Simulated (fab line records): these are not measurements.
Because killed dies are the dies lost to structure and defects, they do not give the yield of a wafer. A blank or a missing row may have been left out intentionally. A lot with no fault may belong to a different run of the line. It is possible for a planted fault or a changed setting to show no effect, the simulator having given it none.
fab line records	flow nand_harc
record lots=5	wafers=15	last_day=34
route steps=1302 shown A_M1@1175
lots that met no fault: taken from a fault-free run of the same line
start_h: hours from the record's first day to the start of the lot's first wafer shown	wait_h: how many hours have passed since the lot's step before this one	" identical to the entry in the row above	L1.1+2: a single row standing in for several wafers	- no value, or no start was given	* or withheld: withheld	< > ~ a bound
route shown NAME@n: a module of which the file shows steps, and the number in the route of the first	usual: mean/standard deviation of fault-free wafers	same: alike in all rows	chamber/n: place in a boat	sites: per-site readings	_std_site: standard deviation across them	_edge_site: outer sites' mean less inner sites'	radius_mm: for every site, how far away it sits from the centre of the wafer	mask NAME#n: copy n	behind: the last tool/chamber to shape the wafer	hold: cause of the lot's hold/its duration in hours/its outcome	device: whichever transistor did not switch (one of n, p or np)	end of line: at the end of the route, the tests of the same wafers	a step without rows: its recipe alone	killed: not the wafer's yield, but the dies lost to structure and defects at the first sort	map: dies across one wafer; x = killed, . = not, _ = none there
set.NAME: the setting that was run; set.NAME@STEP: the one run at that earlier step	model.NAME: the simulator's own value behind a step, which no gauge read
lots at some steps of the route; a table a step, a row a wafer
services: from which hour (start_h, from the record's first day; less than 0 if before it) a tool's chamber was out of use, for how many hours, and why
## steps
# step NHARC_A_M1_EBR_05
# step NHARC_A_M1_EXPOSE_06
# recipe na=1.35	target_cd_nm=120	dose_mj=75.13	mask_id=A_M1
# step NHARC_A_M1_PEB_07
# recipe peb_temp_c=100	peb_time_s=65
# step NHARC_A_M1_DEVELOP_08
# recipe develop_time_s=35	dev_temp_c=23
# step NHARC_A_M1_CD_MEAS_09
# recipe target_cd_nm=120	landing_energy_ev=500
# usual cd_nm=120.2/0.6
lot.wafer	tool	chamber	start_h	wait_h	cd_nm
L667.2	cd_sem-02	0	540.49	-	120.0
L667.3	"	0	"	"	120.6
L667.4	"	0	"	"	120.9
L671.3	cd_sem-01	0	578.05	-	120.0
L671.4	"	0	"	"	120.4
L671.5	"	0	"	"	119.6
L674.2	cd_sem-03	0	609.32	-	119.8
L674.3	"	0	"	"	120.2
L674.5	"	0	"	"	119.5
L684.2	cd_sem-03	0	721.17	-	119.4
L684.5	"	0	"	"	120.4
L684.6	"	0	"	"	120.1
L688.1	cd_sem-03	0	775.53	-	119.7
L688.2	"	0	"	"	121.0
L688.4	"	0	"	"	120.4
# step NHARC_A_M1_OVL_MEAS_10
# recipe pitch_nm=240
# usual overlay_x_nm=0.2/0.98	overlay_y_nm=0.0/0.87
lot.wafer	tool	chamber	start_h	wait_h	overlay_x_nm	overlay_y_nm
L667.2	overlay-01	-	540.58	-	-0.3	1.5
L667.3	"	-	"	"	0.1	1.0
L667.4	"	-	"	"	-0.2	1.6
L671.3	overlay-01	-	578.14	-	-1.2	-0.5
L671.4	"	-	"	"	-0.7	-0.7
L671.5	"	-	"	"	-0.7	-0.9
L674.2	overlay-02	-	609.41	-	-0.6	0.3
L674.3	"	-	"	"	-0.2	0.4
L674.5	"	-	"	"	-0.6	0.1
L684.2	overlay-01	-	721.26	-	-0.6	0.9
L684.5	"	-	"	"	-0.7	1.1
L684.6	"	-	"	"	-0.4	0.6
L688.1	overlay-01	-	775.62	-	1.3	1.3
L688.2	"	-	"	"	1.7	1.2
L688.4	"	-	"	"	0.6	0.8
# step NHARC_A_M1_INSPECT_11
# usual raw_defect_count=91/39
lot.wafer	tool	chamber	start_h	wait_h	raw_defect_count
L667.2	defect_inspect-02	-	540.61	0.0	90
L667.3	"	-	"	"	110
L667.4	"	-	"	"	105
L671.3	defect_inspect-02	-	578.17	0.0	106
L671.4	"	-	"	"	120
L671.5	"	-	"	"	111
L674.2	defect_inspect-01	-	609.44	0.0	139
L674.3	"	-	"	"	121
L674.5	"	-	"	"	126
L684.2	defect_inspect-01	-	721.30	0.0	98
L684.5	"	-	"	"	136
L684.6	"	-	"	"	112
L688.1	defect_inspect-02	-	775.66	0.0	137
L688.2	"	-	"	"	174
L688.4	"	-	"	"	139
# step NHARC_A_M1_DESCUM_14
# recipe time_s=3	o2_flow_sccm=200	ar_flow_sccm=0	bias_power_w=0	chemistry=O2
# usual chamber_pressure_mTorr=60.00/0.052	drypump_motor_current_A=5.9/0.6	oes_product_au=1.001/0.011	rf_vpp_V=57.9/0.96	showerhead_plenum_p_Torr=1.91/0.097	throttle_valve_pct=11.311/0.009
# same bias_power_w=0
lot.wafer	tool	chamber	start_h	wait_h	chamber_pressure_mTorr	drypump_motor_current_A	oes_product_au	rf_hours_counter_h	rf_vpp_V	showerhead_plenum_p_Torr	throttle_valve_pct
L667.3	rie_diel-02	3	540.68	0.1	59.92	4.7	0.999	6.2	58.0	2.05	11.307
L667.4	"	1	"	"	60.05	6.0	1.003	7.9	58.1	2.01	11.312
L667.2	"	2	"	"	59.99	6.3	1.003	7.8	56.2	1.82	11.318
L671.4	rie_diel-03	1	578.24	0.1	60.07	6.3	1.017	3.5	56.8	1.90	11.313
L671.3	"	3	"	"	59.89	5.9	1.006	3.4	57.9	2.06	11.315
L671.5	"	0	"	"	59.96	5.8	1.021	-	57.4	1.82	11.302
L674.3	rie_diel-03	1	609.51	0.1	60.06	6.2	0.991	4.7	57.6	1.90	11.322
L674.2	"	3	"	"	60.00	5.9	1.001	4.5	58.3	2.06	11.307
L674.5	"	0	"	"	60.08	5.8	1.019	-	56.4	1.82	11.299
L684.2	rie_diel-04	2	721.37	0.1	59.95	6.7	0.996	0.2	59.2	1.85	11.316
L684.6	"	0	"	"	59.99	6.5	0.995	-	58.1	1.99	11.300
L684.5	"	1	"	"	60.00	6.7	1.008	-	57.1	1.89	11.306
L688.4	rie_diel-02	2	775.73	0.1	59.89	6.2	1.016	1.0	56.0	1.81	11.301
L688.2	"	3	"	"	59.98	4.7	0.988	0.9	57.9	2.05	11.322
L688.1	"	0	"	"	60.01	6.3	1.013	0.8	58.0	1.77	11.309
# step NHARC_A_M1_ETCH_35
# recipe target_depth_a=400	overetch_a=120	time_s=43.94	ion_energy_ev=200	n2_flow_sccm=150	h2_flow_sccm=150	ar_flow_sccm=0	rf_w=400	bias_w=150	chemistry=N2/H2
# usual chamber_pressure_mTorr=29.999/0.03	drypump_motor_current_A=5.9/0.58	oes_product_au=1.001/0.011	rf_vpp_V=430.4/3	run_length_s=65.1/0.41	showerhead_plenum_p_Torr=2.04/0.1	throttle_valve_pct=14.171/0.0096
lot.wafer	tool	chamber	start_h	wait_h	chamber_pressure_mTorr	drypump_motor_current_A	oes_product_au	rf_hours_counter_h	rf_vpp_V	run_length_s	showerhead_plenum_p_Torr	throttle_valve_pct
L667.4	rie_diel-02	2	540.76	0.1	29.953	6.3	1.000	7.8	427.6	64.8	1.93	14.174
L667.3	"	0	"	"	30.038	6.2	1.012	8.6	426.1	64.5	1.88	14.146
L667.2	"	1	"	"	30.018	6.0	1.006	7.9	433.6	65.2	2.15	14.183
L671.3	rie_diel-03	2	578.32	0.1	29.971	5.2	0.995	3.5	430.3	64.9	1.98	14.169
L671.4	"	0	"	"	29.977	5.8	1.016	2.3	430.0	65.7	1.94	14.177
L671.5	"	1	"	"	30.045	6.2	1.002	-	429.9	65.8	2.02	14.189
L674.3	rie_diel-03	2	609.59	0.1	29.991	5.2	0.998	4.6	429.1	65.4	1.98	14.169
L674.2	"	3	"	"	29.961	5.9	1.007	4.5	435.4	64.5	2.20	14.164
L674.5	"	1	"	"	30.013	6.3	0.989	-	430.2	65.6	2.02	14.181
L684.2	rie_diel-04	0	721.44	0.1	30.009	6.5	0.988	0.2	433.1	65.6	2.13	14.163
L684.5	"	0	"	"	30.033	6.5	0.997	-	432.9	65.7	2.13	14.174
L684.6	"	1	"	"	30.006	6.7	1.004	-	430.2	65.4	2.01	14.166
L688.2	rie_diel-02	0	775.81	0.1	29.997	6.2	1.010	0.8	425.4	65.3	1.88	14.162
L688.1	"	1	"	"	30.029	6.0	1.016	0.9	433.3	65.0	2.14	14.180
L688.4	"	2	"	"	29.977	6.3	1.021	1.0	428.5	65.0	1.93	14.168
# step NHARC_A_M1_ETCH_15
# recipe target_depth_a=1825	time_s=91.2	c4f8_flow_sccm=withheld	ar_flow_sccm=400	rf_w=600	bias_w=300	chemistry=C4F8/Ar
# usual chamber_pressure_mTorr=25.002/0.024	oes_product_au=0.949/0.023	rf_vpp_V=441/3	run_length_s=112.3/0.4
lot.wafer	tool	chamber	start_h	wait_h	chamber_pressure_mTorr	oes_product_au	rf_hours_counter_h	rf_vpp_V	run_length_s
L667.2	rie_diel-02	0	-	-	24.984	0.941	8.6	436	111.6
L667.3	"	1	"	"	24.948	0.938	7.9	443	112.2
L667.4	"	2	"	"	25.012	0.928	7.9	439	112.2
L671.4	rie_diel-03	2	-	-	25.000	0.919	3.6	440	112.1
L671.3	"	1	"	"	24.975	0.930	3.6	440	112.6
L671.5	"	3	"	"	25.021	0.925	-	444	111.9
L674.2	rie_diel-03	2	-	-	24.948	0.971	4.6	441	112.4
L674.3	"	0	"	"	24.990	0.981	3.6	438	112.4
L674.5	"	2	"	"	25.002	0.983	-	439	112.4
L684.2	rie_diel-04	0	-	-	25.013	0.967	0.2	443	112.6
L684.6	"	2	"	"	24.974	0.967	-	439	111.7
L684.5	"	3	"	"	24.982	0.969	-	440	112.5
L688.1	rie_diel-02	1	-	-	25.007	0.982	0.9	442	112.4
L688.2	"	2	"	"	24.995	0.985	1.0	438	112.0
L688.4	"	3	"	"	24.971	0.979	0.9	445	112.0
# step NHARC_A_M1_CD_MEAS_16
# usual cd_nm=120.3/0.89
lot.wafer	tool	chamber	start_h	wait_h	cd_nm
L667.2	cd_sem-01	-	540.99	-	119.3
L667.3	"	-	"	"	120.6
L667.4	"	-	"	"	121.3
L671.3	cd_sem-03	-	578.54	-	120.2
L671.4	"	-	"	"	120.7
L671.5	"	-	"	"	119.8
L674.2	cd_sem-03	-	609.81	-	120.2
L674.3	"	-	"	"	120.2
L674.5	"	-	"	"	119.6
L684.2	cd_sem-03	-	721.66	-	119.1
L684.5	"	-	"	"	121.4
L684.6	"	-	"	"	120.5
L688.1	cd_sem-01	-	776.02	-	120.2
L688.2	"	-	"	"	122.3
L688.4	"	-	"	"	120.1
# step NHARC_A_M1_STRIP_18
# recipe power_w=1000	n2_flow_sccm=150	h2_flow_sccm=150	ar_flow_sccm=0	bias_w=0	chemistry=N2/H2
# usual chamber_pressure_mTorr=30.000/0.023	drypump_motor_current_A=6.0/0.59	oes_product_au=0.999/0.01	rf_vpp_V=90.5/1.1	showerhead_plenum_p_Torr=2.04/0.093	throttle_valve_pct=14.172/0.0089
lot.wafer	tool	chamber	start_h	wait_h	chamber_pressure_mTorr	drypump_motor_current_A	oes_product_au	rf_hours_counter_h	rf_vpp_V	showerhead_plenum_p_Torr	throttle_valve_pct
L667.4	rie_diel-04	3	541.06	0.1	29.970	5.4	0.990	0.0	89.7	2.02	14.171
L667.2	"	0	"	"	30.023	6.5	0.991	0.0	91.6	2.13	14.168
L667.3	"	2	"	"	29.995	6.8	1.003	0.0	91.2	1.98	14.168
L671.3	rie_diel-03	0	578.61	0.1	30.022	5.8	1.016	2.4	90.0	1.94	14.172
L671.4	"	2	"	"	29.988	5.2	0.995	3.6	89.9	1.98	14.167
L671.5	"	1	"	"	29.952	6.3	1.013	-	89.3	2.02	14.158
L674.2	rie_diel-04	0	609.90	0.1	30.010	6.5	0.989	5.3	91.7	2.13	14.189
L674.3	"	2	"	"	30.019	6.8	0.996	6.0	90.1	1.98	14.153
L674.5	"	3	"	"	29.948	5.4	0.984	-	90.8	2.02	14.169
L684.2	rie_diel-02	1	721.74	0.1	29.984	6.0	1.000	6.9	91.7	2.14	14.190
L684.5	"	1	"	"	30.022	6.0	1.002	-	91.3	2.14	14.174
L684.6	"	2	"	"	29.974	6.3	1.009	-	89.9	1.93	14.178
L688.2	rie_diel-03	0	776.13	0.1	29.981	5.8	1.003	4.3	89.8	1.94	14.176
L688.4	"	1	"	"	30.011	6.2	0.986	4.6	89.6	2.02	14.172
L688.1	"	2	"	"	30.011	5.2	0.980	4.4	90.6	1.98	14.179
# step NHARC_A_M1_ETCH_28
# recipe target_depth_a=300	over_etch_frac=0.3	time_s=72.99	ion_energy_ev=150	cf4_flow_sccm=50	n2_flow_sccm=100	ar_flow_sccm=150	rf_w=300	bias_w=100	chemistry=CF4/N2
# usual chamber_pressure_mTorr=30.001/0.026	drypump_motor_current_A=6.1/0.62	oes_product_au=1.000/0.0099	rf_vpp_V=314.0/2.2	run_length_s=94.1/0.42	showerhead_plenum_p_Torr=2.62/0.11	throttle_valve_pct=19.793/0.01
lot.wafer	tool	chamber	start_h	wait_h	chamber_pressure_mTorr	drypump_motor_current_A	oes_product_au	rf_hours_counter_h	rf_vpp_V	run_length_s	showerhead_plenum_p_Torr	throttle_valve_pct
L667.3	rie_diel-04	2	541.30	-	30.000	6.7	0.999	0.0	312.6	93.7	2.55	19.801
L667.4	"	0	"	"	29.998	6.5	0.987	0.1	315.4	94.5	2.73	19.800
L667.2	"	1	"	"	30.005	6.8	0.999	0.0	314.0	94.2	2.60	19.804
L671.4	rie_diel-03	3	578.85	-	29.980	5.9	1.003	3.5	315.9	94.1	2.82	19.792
L671.3	"	1	"	"	30.015	6.3	1.014	3.7	316.9	94.1	2.60	19.792
L671.5	"	3	"	"	30.015	5.9	1.003	-	316.3	93.8	2.82	19.776
L674.3	rie_diel-04	0	610.12	-	30.029	6.5	0.996	5.3	318.5	72.3	2.73	19.763
L674.2	"	2	"	"	29.983	6.7	1.003	6.0	313.6	93.5	2.55	19.799
L674.5	"	0	"	"	30.013	6.5	1.003	-	316.2	72.6	2.73	19.799
L684.2	rie_diel-02	2	722.00	-	30.020	6.2	1.003	8.1	311.2	93.8	2.49	19.813
L684.5	"	3	"	"	29.976	4.7	1.006	-	318.2	94.1	2.80	19.781
L684.6	"	0	"	"	29.968	6.3	0.995	-	310.8	93.5	2.44	19.798
L688.2	rie_diel-03	3	776.34	-	30.053	5.9	1.007	4.2	315.9	93.5	2.81	19.811
L688.1	"	1	"	"	30.002	6.3	0.994	4.7	314.8	94.3	2.60	19.802
L688.4	"	2	"	"	30.040	5.2	0.980	4.5	312.5	94.2	2.56	19.808
# step NHARC_A_M1_STRIP_19
# recipe time_s=600	temp_c=30	chemistry=post_etch_residue_remover
## services
tool	chamber	start_h	hours	kind
rie_diel-04	-	531.90	9.0	pm
rie_diel-03	0	540.80	-	clean
rie_diel-03	1	540.80	-	clean
rie_diel-03	2	540.80	-	clean
rie_diel-03	3	540.80	-	clean
rie_diel-04	1	555.22	12.4	repair
rie_diel-02	-	556.12	0.8	repair
rie_diel-02	-	570.72	9.0	pm
rie_diel-03	2	582.95	8.1	repair
rie_diel-02	2	583.96	4.6	repair
rie_diel-04	0	585.45	4.5	repair
rie_diel-02	-	596.22	1.1	repair
rie_diel-03	-	635.30	9.0	pm
rie_diel-04	3	662.12	3.4	repair
rie_diel-02	0	675.57	1.6	repair
rie_diel-04	2	681.28	22.1	repair
rie_diel-04	3	691.50	11.0	repair
rie_diel-04	0	697.94	5.2	repair
rie_diel-02	1	700.16	10.0	repair
rie_diel-04	-	708.90	9.0	pm
rie_diel-02	-	747.72	9.0	pm
rie_diel-04	1	756.86	9.3	repair
rie_diel-04	-	764.28	0.4	repair
rie_diel-02	2	770.21	2.2	repair
## key
first_sign step=NHARC_A_M1_ETCH_28	reading=run_length_s	direction=down	sigmas=51	usual=*	struck=*
effect none on later readings
met_at NHARC_A_M1_ETCH_28
struck_wafers L674.3,L674.5
sort_left_out L674.3,L674.5
onset_between 541.30 610.12
fault kind=process_parameter_drift	tool=rie_diel-04	chamber=0	onset_h=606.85	steps=NHARC_A_M1_ETCH_28	channel=time_s	offset=*	shape=step	end_h=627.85	acts_in=*	stated=*
# sort_left_out: the simulated sort isn't trusted on such a fault, so these wafers' sort isn't shown, and their yield isn't known
